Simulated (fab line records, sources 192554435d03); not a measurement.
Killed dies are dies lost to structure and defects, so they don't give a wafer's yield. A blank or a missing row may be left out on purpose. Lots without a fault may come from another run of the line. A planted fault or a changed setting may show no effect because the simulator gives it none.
Chamber matching | flow n5_finfet | N5_PMOS_HMC_CHANNEL_EPI_CMP_21 on cmp-03: 4 sister chambers
The step polishes SiGe30, target thk 54 nm. 8 wafers are shown with their chamber, then 7 later ones without.

WAFERS WITH THEIR CHAMBER
wafer  | chamber | motor_current_A (A) | pad_life_wafers
L074.1 | 2       | 11.1                | 1196
L074.2 | 0       | 12.3                | 1194
L082.3 | 2       | 10.4                | 1556
L084.2 | 0       | 12.4                | 1761
L087.3 | 3       | 11.3                | 1905
L088.1 | 1       | 16.4                | 1944
L090.2 | 1       | 15.3                | 2028
L092.2 | 3       | 10.8                | 25

WAFERS WITHOUT THEIR CHAMBER
wafer  | motor_current_A (A) | pad_life_wafers
L092.3 | 10.5                | 24
L092.4 | 12.6                | 26
L093.3 | 11.9                | 73
L093.4 | 11.3                | 72
L094.2 | 10.8                | 126
L094.3 | 11.5                | 128
L095.4 | 15.6                | 162

WHICH CHAMBER EACH WENT THROUGH
wafer  | from the rows above          | in truth
L092.3 | can't be placed: 3 or 2      | 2
L092.4 | can't be placed: 0 or 3      | 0
L093.3 | can't be placed: 3 or 0 or 2 | 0
L093.4 | can't be placed: 3 or 2 or 0 | 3
L094.2 | can't be placed: 3 or 2      | 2
L094.3 | can't be placed: 3 or 2 or 0 | 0
L095.4 | 1                            | 1
Placed correctly: 1 of 7. Can't be placed from these rows: 6 (the true chamber is among the candidates in 6). Placed wrongly: 0.
How it was worked out, from the rows above alone: a wafer's distance from a chamber is the root of the sum, over the readings, of the square of ((its reading less the chamber's mean) divided by the reading's scatter). The wafer belongs to the nearest chamber; if the next one is less than 2 further off, it can't be placed. A chamber's mean is the mean of its shown wafers. The scatter: the root of (the sum of the squares of (reading less its chamber's mean) over the shown wafers, divided by (wafers less chambers)).
